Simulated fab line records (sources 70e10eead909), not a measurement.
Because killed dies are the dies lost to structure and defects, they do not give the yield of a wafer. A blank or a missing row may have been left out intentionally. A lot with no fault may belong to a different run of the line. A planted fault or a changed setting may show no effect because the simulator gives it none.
Shared-tool check :: flow nand harc :: 2 lots and 6 wafers in the sample

## REASON FOR OPENING
Flagged at NHARC_END_SORT_01: reading killed at array, on 2 of 2 lots. Fault-free wafers read 56, with a standard deviation of 19.
Rule: flag the lot when none of its wafers has a number, or when each of its wafers that has one lies beyond 4 standard deviations from that mean. The other lots count as sound.

lot: L884
measured: day 29 12:00
on: prober-01
killed at array, wafer by wafer: 673 673 674
flag: FLAGGED

lot: L885
measured: day 29 20:11
on: prober-01
killed at array, wafer by wafer: 671 672 672
flag: FLAGGED
The numbers of the flagged lots are 672 on average: +616 against the usual, or +32 standard deviations.

## EACH LOT AND THE TOOL IT RAN ON
The record holds 3 process steps before the reading, out of a route of 1302 steps. Read each cell as the tool, then ch plus the chambers that the sampled wafers visited, then the start.
lot: L884
flag: FLAGGED
NHARC_A_CHANNEL_FILL_D1_ALD_02: ald hk-03 ch 2,3, day 13 12:19
NHARC_A_CHANNEL_FILL_D1_ALD_25: ald hk-02 ch 1,2, day 15 00:17
NHARC_A_ONON_D2_DEP_03: pecvd onon-03, day 17 02:20

lot: L885
flag: FLAGGED
NHARC_A_CHANNEL_FILL_D1_ALD_02: ald hk-03 ch 0,1,2, day 13 20:53
NHARC_A_CHANNEL_FILL_D1_ALD_25: ald hk-04 ch 0,1,2, day 15 09:56
NHARC_A_ONON_D2_DEP_03: pecvd onon-01, day 17 10:04
What is done by these steps:
- NHARC_A_CHANNEL_FILL_D1_ALD_02: deposits SiO2, target thk 6 nm, pulse time 10 s, ald cycles 60.
- NHARC_A_CHANNEL_FILL_D1_ALD_25: deposits SiOx, target thk 60 nm, pulse time 10 s, ald cycles 600.
- NHARC_A_ONON_D2_DEP_03: target thk 1000 nm.
- NHARC_END_SORT_01

## FLAGGED AGAINST TOTAL, ONE TOOL AT A TIME (gauges that did the reading follow at the end)
step: NHARC_A_CHANNEL_FILL_D1_ALD_02
tool: ald hk-03
lots run: 2
flagged: 2
share of the flagged lots: all
sound lots run after its first flagged lot: 0

step: NHARC_A_CHANNEL_FILL_D1_ALD_25
tool: ald hk-02
lots run: 1
flagged: 1
share of the flagged lots: some
sound lots run after its first flagged lot: 0

step: NHARC_A_CHANNEL_FILL_D1_ALD_25
tool: ald hk-04
lots run: 1
flagged: 1
share of the flagged lots: some
sound lots run after its first flagged lot: 0

step: NHARC_A_ONON_D2_DEP_03
tool: pecvd onon-01
lots run: 1
flagged: 1
share of the flagged lots: some
sound lots run after its first flagged lot: 0

step: NHARC_A_ONON_D2_DEP_03
tool: pecvd onon-03
lots run: 1
flagged: 1
share of the flagged lots: some
sound lots run after its first flagged lot: 0

step: NHARC_END_SORT_01
tool: prober-01
lots run: 2
flagged: 2
share of the flagged lots: all
sound lots run after its first flagged lot: 0

## WHAT THE TABLE PERMITS
Every flagged lot went through 2 rows of the table: ald hk-03 at NHARC_A_CHANNEL_FILL_D1_ALD_02 and prober-01 at NHARC_END_SORT_01.
- ald hk-03 at NHARC_A_CHANNEL_FILL_D1_ALD_02 ran 2 lots, 2 of them flagged. In this sample it ran no sound lot ahead of its first flagged lot, so there is no way to narrow down the start.
- prober-01 at NHARC_END_SORT_01 ran 2 lots, 2 of them flagged. In this sample it ran no sound lot ahead of its first flagged lot, so there is no way to narrow down the start.
These 2 tools cannot be told apart by counting lots, since each of them fits a fault that started at some hour. More lots, or a look at what each step does to the wafer, might.

## WHAT THE SIMULATOR HAD INSERTED
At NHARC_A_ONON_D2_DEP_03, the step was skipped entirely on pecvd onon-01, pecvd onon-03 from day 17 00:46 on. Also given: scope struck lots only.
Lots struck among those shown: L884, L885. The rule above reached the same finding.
